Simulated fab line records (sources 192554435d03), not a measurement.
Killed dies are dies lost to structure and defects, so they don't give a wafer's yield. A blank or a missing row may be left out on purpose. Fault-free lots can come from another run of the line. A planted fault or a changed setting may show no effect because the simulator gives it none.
Which of the tools did it? :: flow n5 finfet :: Sampling: 24 lots, 72 wafers, 6 of 1938 route steps

== WHAT EACH GAUGE READ, for each wafer ==
N5_BEOL_M6_THK_MEAS_01. Usual: for M6_ILD_THK the level is 155.5 nm and the standard deviation is 2.3.
lot: L074
measured: day 8 08:38
on: film metro-01
M6_ILD_THK (nm): 154.3 152.3 155.8
flag: 

lot: L075
measured: day 8 18:34
on: film metro-02
M6_ILD_THK (nm): 153.8 155.5 156.4
flag: 

lot: L076
measured: day 9 12:55
on: film metro-02
M6_ILD_THK (nm): 155.8 155.4 159.9
flag: 

lot: L077
measured: day 9 17:54
on: film metro-01
M6_ILD_THK (nm): 153.8 153.6 154.2
flag: 

lot: L080
measured: day 9 21:05
on: film metro-01
M6_ILD_THK (nm): 154.4 156.0 156.3
flag: 

lot: L079
measured: day 10 03:04
on: film metro-02
M6_ILD_THK (nm): 155.2 157.9 158.0
flag: 

lot: L078
measured: day 10 05:31
on: film metro-02
M6_ILD_THK (nm): 153.9 154.2 155.9
flag: 

lot: L081
measured: day 10 09:37
on: film metro-02
M6_ILD_THK (nm): 155.0 151.9 157.2
flag: 

lot: L083
measured: day 10 18:41
on: film metro-02
M6_ILD_THK (nm): 152.8 156.2 154.9
flag: 

lot: L082
measured: day 10 19:14
on: film metro-01
M6_ILD_THK (nm): 155.7 157.8 157.7
flag: 

lot: L084
measured: day 11 04:25
on: film metro-01
M6_ILD_THK (nm): 155.4 156.8 159.8
flag: 

lot: L085
measured: day 11 05:35
on: film metro-02
M6_ILD_THK (nm): 156.9 160.3 158.4
flag: 

lot: L086
measured: day 11 23:04
on: film metro-01
M6_ILD_THK (nm): 151.2 150.6 152.3
flag: 

lot: L087
measured: day 12 00:17
on: film metro-01
M6_ILD_THK (nm): 154.2 154.4 157.1
flag: 

lot: L088
measured: day 12 05:57
on: film metro-01
M6_ILD_THK (nm): 150.7 155.6 154.2
flag: 

lot: L089
measured: day 12 07:02
on: film metro-01
M6_ILD_THK (nm): 154.1 155.9 157.8
flag: 

lot: L091
measured: day 12 11:13
on: film metro-02
M6_ILD_THK (nm): 160.0 158.0 158.3
flag: 

lot: L090
measured: day 12 14:42
on: film metro-01
M6_ILD_THK (nm): 156.1 154.6 160.1
flag: 

lot: L092
measured: day 13 01:34
on: film metro-01
M6_ILD_THK (nm): 155.3 156.3 156.8
flag: 

lot: L093
measured: day 13 13:46
on: film metro-02
M6_ILD_THK (nm): 154.7 154.6 156.6
flag: 

lot: L095
measured: day 13 17:37
on: film metro-01
M6_ILD_THK (nm): 153.0 159.7 154.0
flag: 

lot: L094
measured: day 14 10:07
on: film metro-01
M6_ILD_THK (nm): 154.3 153.7 156.7
flag: 

lot: L096
measured: day 14 13:17
on: film metro-02
M6_ILD_THK (nm): 155.4 158.0 156.3
flag: 

lot: L097
measured: day 14 17:19
on: film metro-02
M6_ILD_THK (nm): 151.3 156.1 152.8
flag: 

N5_BEOL_M6_CD_MEAS_11: target cd 38.5 nm. Usual: cd nm reads 38.4 nm (standard deviation 0.5).
lot: L074
measured: day 8 10:58
on: cd sem-03
cd nm (nm): 38.2 37.9 38.8
flag: 

lot: L075
measured: day 8 20:04
on: cd sem-01
cd nm (nm): 37.8 38.7 38.5
flag: 

lot: L076
measured: day 9 14:06
on: cd sem-01
cd nm (nm): 38.8 37.7 38.1
flag: 

lot: L077
measured: day 9 19:45
on: cd sem-03
cd nm (nm): 38.3 38.3 38.3
flag: 

lot: L080
measured: day 9 22:21
on: cd sem-02
cd nm (nm): 38.2 37.6 39.2
flag: 

lot: L079
measured: day 10 03:32
on: cd sem-01
cd nm (nm): 39.2 38.6 39.2
flag: 

lot: L078
measured: day 10 06:43
on: cd sem-02
cd nm (nm): 38.8 38.9 38.9
flag: 

lot: L081
measured: day 10 10:07
on: cd sem-02
cd nm (nm): 37.9 38.1 37.7
flag: 

lot: L083
measured: day 10 21:07
on: cd sem-01
cd nm (nm): 38.2 38.8 38.2
flag: 

lot: L082
measured: day 10 21:17
on: cd sem-02
cd nm (nm): 38.2 38.6 39.1
flag: 

lot: L084
measured: day 11 06:30
on: cd sem-03
cd nm (nm): 37.8 38.4 36.8
flag: 

lot: L085
measured: day 11 06:42
on: cd sem-02
cd nm (nm): 38.2 38.6 39.2
flag: 

lot: L086
measured: day 11 23:41
on: cd sem-03
cd nm (nm): 38.3 38.0 38.1
flag: 

lot: L087
measured: day 12 01:53
on: cd sem-01
cd nm (nm): 37.4 38.4 38.3
flag: 

lot: L088
measured: day 12 07:35
on: cd sem-01
cd nm (nm): 38.0 38.4 38.3
flag: 

lot: L089
measured: day 12 07:55
on: cd sem-03
cd nm (nm): 39.7 38.8 39.2
flag: 

lot: L091
measured: day 12 12:08
on: cd sem-01
cd nm (nm): 37.7 38.0 38.1
flag: 

lot: L090
measured: day 12 16:09
on: cd sem-01
cd nm (nm): 38.1 39.1 38.8
flag: 

lot: L092
measured: day 13 03:40
on: cd sem-01
cd nm (nm): 39.1 38.3 38.7
flag: 

lot: L093
measured: day 13 15:01
on: cd sem-03
cd nm (nm): 37.9 39.0 38.5
flag: 

lot: L095
measured: day 13 18:24
on: cd sem-03
cd nm (nm): 37.6 38.4 38.4
flag: 

lot: L094
measured: day 14 10:57
on: cd sem-03
cd nm (nm): 38.5 38.0 38.8
flag: 

lot: L096
measured: day 14 16:23
on: cd sem-02
cd nm (nm): 38.0 38.9 38.9
flag: 

lot: L097
measured: day 14 19:21
on: cd sem-01
cd nm (nm): 38.1 38.0 38.7
flag: 

== WHAT TOOL EACH LOT RAN ON (gives the tool, then ch and the chambers of the sampled wafers, and finally the start) ==
lot: L074
N5_BEOL_M5_STRIP_36: rie diel-02 ch 2,3, day 8 00:47
N5_BEOL_M5_CURE_80: uv cure-01 ch 2, day 8 01:11
N5_BEOL_M5_SURFACE_TREAT_87: pvd sputter-03, day 8 02:11
N5_BEOL_M6_HM_DEP_02: pvd sputter-02, day 8 10:28

lot: L075
N5_BEOL_M5_STRIP_36: rie diel-03 ch 1,3, day 8 10:52
N5_BEOL_M5_CURE_80: uv cure-03 ch 1, day 8 11:16
N5_BEOL_M5_SURFACE_TREAT_87: pvd sputter-02, day 8 12:09
N5_BEOL_M6_HM_DEP_02: pvd sputter-02, day 8 19:34

lot: L076
N5_BEOL_M5_STRIP_36: rie diel-02 ch 0,2,3, day 9 04:03
N5_BEOL_M5_CURE_80: uv cure-02 ch 0, day 9 04:29
N5_BEOL_M5_SURFACE_TREAT_87: pvd sputter-02, day 9 06:14
N5_BEOL_M6_HM_DEP_02: pvd sputter-03, day 9 13:36

lot: L077
N5_BEOL_M5_STRIP_36: rie diel-02 ch 1,2,3, day 9 09:55
N5_BEOL_M5_CURE_80: uv cure-03 ch 1, day 9 10:19
N5_BEOL_M5_SURFACE_TREAT_87: pvd sputter-01, day 9 11:22
N5_BEOL_M6_HM_DEP_02: pvd sputter-02, day 9 19:23

lot: L080
N5_BEOL_M5_STRIP_36: rie diel-03 ch 0,1,2, day 9 12:13
N5_BEOL_M5_CURE_80: uv cure-01 ch 0, day 9 12:43
N5_BEOL_M5_SURFACE_TREAT_87: pvd sputter-02, day 9 14:13
N5_BEOL_M6_HM_DEP_02: pvd sputter-02, day 9 21:59

lot: L079
N5_BEOL_M5_STRIP_36: rie diel-03 ch 0,1,3, day 9 19:05
N5_BEOL_M5_CURE_80: uv cure-03 ch 2, day 9 19:31
N5_BEOL_M5_SURFACE_TREAT_87: pvd sputter-02, day 9 20:28
N5_BEOL_M6_HM_DEP_02: pvd sputter-03, day 10 03:10

lot: L078
N5_BEOL_M5_STRIP_36: rie diel-04 ch 0,1, day 9 19:19
N5_BEOL_M5_CURE_80: uv cure-02 ch 1, day 9 19:42
N5_BEOL_M5_SURFACE_TREAT_87: pvd sputter-02, day 9 20:30
N5_BEOL_M6_HM_DEP_02: pvd sputter-01, day 10 06:14

lot: L081
N5_BEOL_M5_STRIP_36: rie diel-02 ch 0,1,2, day 10 01:09
N5_BEOL_M5_CURE_80: uv cure-01 ch 2, day 10 01:32
N5_BEOL_M5_SURFACE_TREAT_87: pvd sputter-01, day 10 02:31
N5_BEOL_M6_HM_DEP_02: pvd sputter-03, day 10 09:45

lot: L083
N5_BEOL_M5_STRIP_36: rie diel-02 ch 0,3, day 10 10:11
N5_BEOL_M5_CURE_80: uv cure-01 ch 2, day 10 10:40
N5_BEOL_M5_SURFACE_TREAT_87: pvd sputter-01, day 10 12:19
N5_BEOL_M6_HM_DEP_02: pvd sputter-03, day 10 20:37

lot: L082
N5_BEOL_M5_STRIP_36: rie diel-02 ch 0,2, day 10 11:36
N5_BEOL_M5_CURE_80: uv cure-01 ch 2, day 10 12:02
N5_BEOL_M5_SURFACE_TREAT_87: pvd sputter-03, day 10 12:40
N5_BEOL_M6_HM_DEP_02: pvd sputter-03, day 10 20:55

lot: L084
N5_BEOL_M5_STRIP_36: rie diel-04 ch 1,3, day 10 20:44
N5_BEOL_M5_CURE_80: uv cure-01 ch 2, day 10 21:07
N5_BEOL_M5_SURFACE_TREAT_87: pvd sputter-03, day 10 21:49
N5_BEOL_M6_HM_DEP_02: pvd sputter-03, day 11 06:07

lot: L085
N5_BEOL_M5_STRIP_36: rie diel-03 ch 1,3, day 10 20:47
N5_BEOL_M5_CURE_80: uv cure-03 ch 2, day 10 21:14
N5_BEOL_M5_SURFACE_TREAT_87: pvd sputter-01, day 10 22:05
N5_BEOL_M6_HM_DEP_02: pvd sputter-03, day 11 06:19

lot: L086
N5_BEOL_M5_STRIP_36: rie diel-03 ch 0,1,3, day 11 15:24
N5_BEOL_M5_CURE_80: uv cure-03 ch 0, day 11 15:47
N5_BEOL_M5_SURFACE_TREAT_87: pvd sputter-03, day 11 16:37
N5_BEOL_M6_HM_DEP_02: pvd sputter-02, day 11 23:11

lot: L087
N5_BEOL_M5_STRIP_36: rie diel-04 ch 0,1,2, day 11 15:59
N5_BEOL_M5_CURE_80: uv cure-03 ch 2, day 11 16:37
N5_BEOL_M5_SURFACE_TREAT_87: pvd sputter-01, day 11 17:23
N5_BEOL_M6_HM_DEP_02: pvd sputter-02, day 12 01:23

lot: L088
N5_BEOL_M5_STRIP_36: rie diel-02 ch 1,2,3, day 11 21:52
N5_BEOL_M5_CURE_80: uv cure-02 ch 1, day 11 22:15
N5_BEOL_M5_SURFACE_TREAT_87: pvd sputter-02, day 11 23:08
N5_BEOL_M6_HM_DEP_02: pvd sputter-03, day 12 07:13

lot: L089
N5_BEOL_M5_STRIP_36: rie diel-03 ch 1,2, day 11 21:59
N5_BEOL_M5_CURE_80: uv cure-01 ch 2, day 11 22:25
N5_BEOL_M5_SURFACE_TREAT_87: pvd sputter-03, day 11 23:23
N5_BEOL_M6_HM_DEP_02: pvd sputter-01, day 12 07:25

lot: L091
N5_BEOL_M5_STRIP_36: rie diel-02 ch 0,2,3, day 12 02:40
N5_BEOL_M5_CURE_80: uv cure-02 ch 0, day 12 03:11
N5_BEOL_M5_SURFACE_TREAT_87: pvd sputter-02, day 12 04:16
N5_BEOL_M6_HM_DEP_02: pvd sputter-03, day 12 11:38

lot: L090
N5_BEOL_M5_STRIP_36: rie diel-04 ch 0,1,3, day 12 06:31
N5_BEOL_M5_CURE_80: uv cure-03 ch 2, day 12 06:54
N5_BEOL_M5_SURFACE_TREAT_87: pvd sputter-01, day 12 08:02
N5_BEOL_M6_HM_DEP_02: pvd sputter-01, day 12 15:39

lot: L092
N5_BEOL_M5_STRIP_36: rie diel-03 ch 0,2,3, day 12 16:38
N5_BEOL_M5_CURE_80: uv cure-01 ch 0, day 12 17:02
N5_BEOL_M5_SURFACE_TREAT_87: pvd sputter-01, day 12 19:15
N5_BEOL_M6_HM_DEP_02: pvd sputter-01, day 13 03:11

lot: L093
N5_BEOL_M5_STRIP_36: rie diel-04 ch 0,1,3, day 13 06:11
N5_BEOL_M5_CURE_80: uv cure-03 ch 0, day 13 06:35
N5_BEOL_M5_SURFACE_TREAT_87: pvd sputter-02, day 13 07:25
N5_BEOL_M6_HM_DEP_02: pvd sputter-02, day 13 14:31

lot: L095
N5_BEOL_M5_STRIP_36: rie diel-04 ch 1,2, day 13 09:20
N5_BEOL_M5_CURE_80: uv cure-02 ch 2, day 13 09:47
N5_BEOL_M5_SURFACE_TREAT_87: pvd sputter-03, day 13 11:10
N5_BEOL_M6_HM_DEP_02: pvd sputter-02, day 13 18:01

lot: L094
N5_BEOL_M5_STRIP_36: rie diel-03 ch 0,1,2, day 14 02:34
N5_BEOL_M5_CURE_80: uv cure-01 ch 2, day 14 02:58
N5_BEOL_M5_SURFACE_TREAT_87: pvd sputter-03, day 14 03:46
N5_BEOL_M6_HM_DEP_02: pvd sputter-03, day 14 10:27

lot: L096
N5_BEOL_M5_STRIP_36: rie diel-02 ch 0,1, day 14 04:28
N5_BEOL_M5_CURE_80: uv cure-03 ch 1, day 14 04:51
N5_BEOL_M5_SURFACE_TREAT_87: pvd sputter-01, day 14 05:47
N5_BEOL_M6_HM_DEP_02: pvd sputter-01, day 14 15:53

lot: L097
N5_BEOL_M5_STRIP_36: rie diel-02 ch 0,1,2, day 14 09:21
N5_BEOL_M5_CURE_80: uv cure-03 ch 2, day 14 09:50
N5_BEOL_M5_SURFACE_TREAT_87: pvd sputter-01, day 14 10:44
N5_BEOL_M6_HM_DEP_02: pvd sputter-03, day 14 18:59
- N5_BEOL_M5_STRIP_36: strips in N2/H2.
- N5_BEOL_M5_CURE_80: cures SiCOH lowk, time 120 s.
- N5_BEOL_M5_SURFACE_TREAT_87
- N5_BEOL_M6_HM_DEP_02: deposits TiN, target thk 20 nm.

== AS READ BY THE TOOLS THEMSELVES (means over the sampled wafers that have a number; for cases with no such wafer, the mark the record gives instead) ==
N5_BEOL_M5_STRIP_36. Usual: drypump motor current A 5.9 A, standard deviation 0.52; oes product au 0.79 a.u., standard deviation 0.083; rf vpp V 59.3 V, standard deviation 1.5; showerhead plenum p Torr 2.57 Torr, standard deviation 0.085; throttle valve pct 23.58 %, standard deviation 0.24.
lot: L074
tool: rie diel-02
drypump motor current A (A): 6.6
oes product au (a.u.): 0.92
rf vpp V (V): 59.3
showerhead plenum p Torr (Torr): 2.64
throttle valve pct (%): 23.50
flag: 

lot: L075
tool: rie diel-03
drypump motor current A (A): 5.8
oes product au (a.u.): 0.83
rf vpp V (V): 58.8
showerhead plenum p Torr (Torr): 2.60
throttle valve pct (%): 23.52
flag: 

lot: L076
tool: rie diel-02
drypump motor current A (A): 6.1
oes product au (a.u.): 0.83
rf vpp V (V): 59.7
showerhead plenum p Torr (Torr): 2.61
throttle valve pct (%): 23.71
flag: 

lot: L077
tool: rie diel-02
drypump motor current A (A): 6.2
oes product au (a.u.): 0.88
rf vpp V (V): 58.3
showerhead plenum p Torr (Torr): 2.63
throttle valve pct (%): 23.45
flag: 

lot: L080
tool: rie diel-03
drypump motor current A (A): 5.7
oes product au (a.u.): 0.75
rf vpp V (V): 61.2
showerhead plenum p Torr (Torr): 2.49
throttle valve pct (%): 23.62
flag: 

lot: L079
tool: rie diel-03
drypump motor current A (A): 5.8
oes product au (a.u.): 0.78
rf vpp V (V): 59.6
showerhead plenum p Torr (Torr): 2.54
throttle valve pct (%): 23.61
flag: 

lot: L078
tool: rie diel-04
drypump motor current A (A): 5.8
oes product au (a.u.): 0.72
rf vpp V (V): 59.6
showerhead plenum p Torr (Torr): 2.54
throttle valve pct (%): 23.60
flag: 

lot: L081
tool: rie diel-02
drypump motor current A (A): 5.7
oes product au (a.u.): 0.81
rf vpp V (V): 60.3
showerhead plenum p Torr (Torr): 2.56
throttle valve pct (%): 23.64
flag: 

lot: L083
tool: rie diel-02
drypump motor current A (A): 6.1
oes product au (a.u.): 0.82
rf vpp V (V): 59.2
showerhead plenum p Torr (Torr): 2.63
throttle valve pct (%): 23.69
flag: 

lot: L082
tool: rie diel-02
drypump motor current A (A): 5.6
oes product au (a.u.): 0.75
rf vpp V (V): 61.1
showerhead plenum p Torr (Torr): 2.53
throttle valve pct (%): 23.91
flag: 

lot: L084
tool: rie diel-04
drypump motor current A (A): 6.1
oes product au (a.u.): 0.82
rf vpp V (V): 59.6
showerhead plenum p Torr (Torr): 2.63
throttle valve pct (%): 23.22
flag: 

lot: L085
tool: rie diel-03
drypump motor current A (A): 5.9
oes product au (a.u.): 0.78
rf vpp V (V): 58.6
showerhead plenum p Torr (Torr): 2.50
throttle valve pct (%): 23.59
flag: 

lot: L086
tool: rie diel-03
drypump motor current A (A): 5.8
oes product au (a.u.): 0.78
rf vpp V (V): 58.6
showerhead plenum p Torr (Torr): 2.54
throttle valve pct (%): 23.61
flag: 

lot: L087
tool: rie diel-04
drypump motor current A (A): 5.9
oes product au (a.u.): 0.70
rf vpp V (V): 57.3
showerhead plenum p Torr (Torr): 2.58
throttle valve pct (%): 23.59
flag: 

lot: L088
tool: rie diel-02
drypump motor current A (A): 6.2
oes product au (a.u.): 0.86
rf vpp V (V): 60.5
showerhead plenum p Torr (Torr): 2.62
throttle valve pct (%): 23.47
flag: 

lot: L089
tool: rie diel-03
drypump motor current A (A): 5.7
oes product au (a.u.): 0.76
rf vpp V (V): 59.1
showerhead plenum p Torr (Torr): 2.44
throttle valve pct (%): 23.63
flag: 

lot: L091
tool: rie diel-02
drypump motor current A (A): 6.1
oes product au (a.u.): 0.81
rf vpp V (V): 57.9
showerhead plenum p Torr (Torr): 2.60
throttle valve pct (%): 23.73
flag: 

lot: L090
tool: rie diel-04
drypump motor current A (A): 5.9
oes product au (a.u.): 0.79
rf vpp V (V): 60.0
showerhead plenum p Torr (Torr): 2.57
throttle valve pct (%): 23.40
flag: 

lot: L092
tool: rie diel-03
drypump motor current A (A): 5.5
oes product au (a.u.): 0.79
rf vpp V (V): 59.7
showerhead plenum p Torr (Torr): 2.58
throttle valve pct (%): 23.60
flag: 

lot: L093
tool: rie diel-04
drypump motor current A (A): 5.9
oes product au (a.u.): 0.78
rf vpp V (V): 58.2
showerhead plenum p Torr (Torr): 2.57
throttle valve pct (%): 23.43
flag: 

lot: L095
tool: rie diel-04
drypump motor current A (A): 5.9
oes product au (a.u.): 0.70
rf vpp V (V): 61.3
showerhead plenum p Torr (Torr): 2.61
throttle valve pct (%): 23.63
flag: 

lot: L094
tool: rie diel-03
drypump motor current A (A): 5.6
oes product au (a.u.): 0.74
rf vpp V (V): 59.1
showerhead plenum p Torr (Torr): 2.48
throttle valve pct (%): 23.68
flag: 

lot: L096
tool: rie diel-02
drypump motor current A (A): 5.2
oes product au (a.u.): 0.72
rf vpp V (V): 59.2
showerhead plenum p Torr (Torr): 2.51
throttle valve pct (%): 23.84
flag: 

lot: L097
tool: rie diel-02
drypump motor current A (A): 5.7
oes product au (a.u.): 0.77
rf vpp V (V): 60.0
showerhead plenum p Torr (Torr): 2.55
throttle valve pct (%): 23.68
flag: 

N5_BEOL_M5_CURE_80. Usual: lamp power pct 52.32 %, standard deviation 0.052; wafer_temp_C_max 371.9, standard deviation 0.93.
lot: L074
tool: uv cure-01
lamp power pct (%): 52.28
wafer_temp_C_max: 371.2
flag: 

lot: L075
tool: uv cure-03
lamp power pct (%): 52.27
wafer_temp_C_max: 373.0
flag: 

lot: L076
tool: uv cure-02
lamp power pct (%): 52.29
wafer_temp_C_max: 372.7
flag: 

lot: L077
tool: uv cure-03
lamp power pct (%): 52.35
wafer_temp_C_max: 372.9
flag: 

lot: L080
tool: uv cure-01
lamp power pct (%): 52.31
wafer_temp_C_max: 371.2
flag: 

lot: L079
tool: uv cure-03
lamp power pct (%): 52.34
wafer_temp_C_max: 373.0
flag: 

lot: L078
tool: uv cure-02
lamp power pct (%): 52.32
wafer_temp_C_max: 371.6
flag: 

lot: L081
tool: uv cure-01
lamp power pct (%): 52.38
wafer_temp_C_max: 371.1
flag: 

lot: L083
tool: uv cure-01
lamp power pct (%): 52.35
wafer_temp_C_max: 371.0
flag: 

lot: L082
tool: uv cure-01
lamp power pct (%): 52.30
wafer_temp_C_max: 371.2
flag: 

lot: L084
tool: uv cure-01
lamp power pct (%): 52.32
wafer_temp_C_max: 371.3
flag: 

lot: L085
tool: uv cure-03
lamp power pct (%): 52.34
wafer_temp_C_max: 373.6
flag: 

lot: L086
tool: uv cure-03
lamp power pct (%): 52.33
wafer_temp_C_max: 371.2
flag: 

lot: L087
tool: uv cure-03
lamp power pct (%): 52.28
wafer_temp_C_max: 372.7
flag: 

lot: L088
tool: uv cure-02
lamp power pct (%): 52.31
wafer_temp_C_max: 371.3
flag: 

lot: L089
tool: uv cure-01
lamp power pct (%): 52.31
wafer_temp_C_max: 371.1
flag: 

lot: L091
tool: uv cure-02
lamp power pct (%): 52.39
wafer_temp_C_max: 372.1
flag: 

lot: L090
tool: uv cure-03
lamp power pct (%): 52.33
wafer_temp_C_max: 372.8
flag: 

lot: L092
tool: uv cure-01
lamp power pct (%): 52.31
wafer_temp_C_max: 371.3
flag: 

lot: L093
tool: uv cure-03
lamp power pct (%): 52.33
wafer_temp_C_max: 371.3
flag: 

lot: L095
tool: uv cure-02
lamp power pct (%): 52.31
wafer_temp_C_max: 371.3
flag: 

lot: L094
tool: uv cure-01
lamp power pct (%): 52.25
wafer_temp_C_max: 371.2
flag: 

lot: L096
tool: uv cure-03
lamp power pct (%): 52.29
wafer_temp_C_max: 373.6
flag: 

lot: L097
tool: uv cure-03
lamp power pct (%): 52.32
wafer_temp_C_max: 373.4
flag: 

N5_BEOL_M5_SURFACE_TREAT_87. Usual: ar flow sccm reads 29.99 sccm (standard deviation 0.098).
lot: L074
tool: pvd sputter-03
ar flow sccm (sccm): 29.93
flag: 

lot: L075
tool: pvd sputter-02
ar flow sccm (sccm): 29.95
flag: 

lot: L076
tool: pvd sputter-02
ar flow sccm (sccm): 30.03
flag: 

lot: L077
tool: pvd sputter-01
ar flow sccm (sccm): 29.99
flag: 

lot: L080
tool: pvd sputter-02
ar flow sccm (sccm): 30.06
flag: 

lot: L079
tool: pvd sputter-02
ar flow sccm (sccm): 29.99
flag: 

lot: L078
tool: pvd sputter-02
ar flow sccm (sccm): 29.94
flag: 

lot: L081
tool: pvd sputter-01
ar flow sccm (sccm): 29.87
flag: 

lot: L083
tool: pvd sputter-01
ar flow sccm (sccm): 30.09
flag: 

lot: L082
tool: pvd sputter-03
ar flow sccm (sccm): 30.01
flag: 

lot: L084
tool: pvd sputter-03
ar flow sccm (sccm): 29.99
flag: 

lot: L085
tool: pvd sputter-01
ar flow sccm (sccm): 30.00
flag: 

lot: L086
tool: pvd sputter-03
ar flow sccm (sccm): 30.09
flag: 

lot: L087
tool: pvd sputter-01
ar flow sccm (sccm): 30.05
flag: 

lot: L088
tool: pvd sputter-02
ar flow sccm (sccm): 29.96
flag: 

lot: L089
tool: pvd sputter-03
ar flow sccm (sccm): 29.95
flag: 

lot: L091
tool: pvd sputter-02
ar flow sccm (sccm): 30.05
flag: 

lot: L090
tool: pvd sputter-01
ar flow sccm (sccm): 29.95
flag: 

lot: L092
tool: pvd sputter-01
ar flow sccm (sccm): 30.03
flag: 

lot: L093
tool: pvd sputter-02
ar flow sccm (sccm): 30.01
flag: 

lot: L095
tool: pvd sputter-03
ar flow sccm (sccm): 30.05
flag: 

lot: L094
tool: pvd sputter-03
ar flow sccm (sccm): 29.97
flag: 

lot: L096
tool: pvd sputter-01
ar flow sccm (sccm): 29.96
flag: 

lot: L097
tool: pvd sputter-01
ar flow sccm (sccm): 30.04
flag: 

N5_BEOL_M6_HM_DEP_02. Usual: chamber pressure pa 0.4999 Pa, standard deviation 0.0011; throttle valve pct 29.9 %, standard deviation 1.5.
lot: L074
tool: pvd sputter-02
chamber pressure pa (Pa): 0.5000
throttle valve pct (%): 30.4
flag: 

lot: L075
tool: pvd sputter-02
chamber pressure pa (Pa): 0.5009
throttle valve pct (%): 30.1
flag: 

lot: L076
tool: pvd sputter-03
chamber pressure pa (Pa): 0.4994
throttle valve pct (%): 31.4
flag: 

lot: L077
tool: pvd sputter-02
chamber pressure pa (Pa): 0.4994
throttle valve pct (%): 30.5
flag: 

lot: L080
tool: pvd sputter-02
chamber pressure pa (Pa): 0.5002
throttle valve pct (%): 30.8
flag: 

lot: L079
tool: pvd sputter-03
chamber pressure pa (Pa): 0.5014
throttle valve pct (%): 28.8
flag: 

lot: L078
tool: pvd sputter-01
chamber pressure pa (Pa): 0.4981
throttle valve pct (%): 29.6
flag: 

lot: L081
tool: pvd sputter-03
chamber pressure pa (Pa): 0.4998
throttle valve pct (%): 31.5
flag: 

lot: L083
tool: pvd sputter-03
chamber pressure pa (Pa): 0.4984
throttle valve pct (%): 28.0
flag: 

lot: L082
tool: pvd sputter-03
chamber pressure pa (Pa): 0.4999
throttle valve pct (%): 30.3
flag: 

lot: L084
tool: pvd sputter-03
chamber pressure pa (Pa): 0.4998
throttle valve pct (%): 30.2
flag: 

lot: L085
tool: pvd sputter-03
chamber pressure pa (Pa): 0.4996
throttle valve pct (%): 29.3
flag: 

lot: L086
tool: pvd sputter-02
chamber pressure pa (Pa): 0.4986
throttle valve pct (%): 29.8
flag: 

lot: L087
tool: pvd sputter-02
chamber pressure pa (Pa): 0.4994
throttle valve pct (%): 29.5
flag: 

lot: L088
tool: pvd sputter-03
chamber pressure pa (Pa): 0.5008
throttle valve pct (%): 30.4
flag: 

lot: L089
tool: pvd sputter-01
chamber pressure pa (Pa): 0.4999
throttle valve pct (%): 30.0
flag: 

lot: L091
tool: pvd sputter-03
chamber pressure pa (Pa): 0.5008
throttle valve pct (%): 28.4
flag: 

lot: L090
tool: pvd sputter-01
chamber pressure pa (Pa): 0.4996
throttle valve pct (%): 29.8
flag: 

lot: L092
tool: pvd sputter-01
chamber pressure pa (Pa): 0.4998
throttle valve pct (%): 29.5
flag: 

lot: L093
tool: pvd sputter-02
chamber pressure pa (Pa): 0.4996
throttle valve pct (%): 30.0
flag: 

lot: L095
tool: pvd sputter-02
chamber pressure pa (Pa): 0.4988
throttle valve pct (%): 29.9
flag: 

lot: L094
tool: pvd sputter-03
chamber pressure pa (Pa): 0.4993
throttle valve pct (%): 30.2
flag: 

lot: L096
tool: pvd sputter-01
chamber pressure pa (Pa): 0.4994
throttle valve pct (%): 29.5
flag: 

lot: L097
tool: pvd sputter-03
chamber pressure pa (Pa): 0.4989
throttle valve pct (%): 30.2
flag: 

== THE ANSWER, worked out from the rows above alone ==
Rule: a lot counts as off when the mean over its wafers that have a number is more than 3 standard deviations away from the usual mean. Also off: a lot with no number at a reading for which 4 or more lots have one. Any other lot the step has rows for is counted as sound. After the gauges, taken in route order, come the tools' own readings; for these a lot's mean is taken, as printed above. At the first step where some lot is off, the reading lying furthest off is the one used; lots without a number count as furthest.
Across all readings shown, no lot is off: no conclusion can be drawn from this.

== WHAT THE SIMULATOR PUT IN ==
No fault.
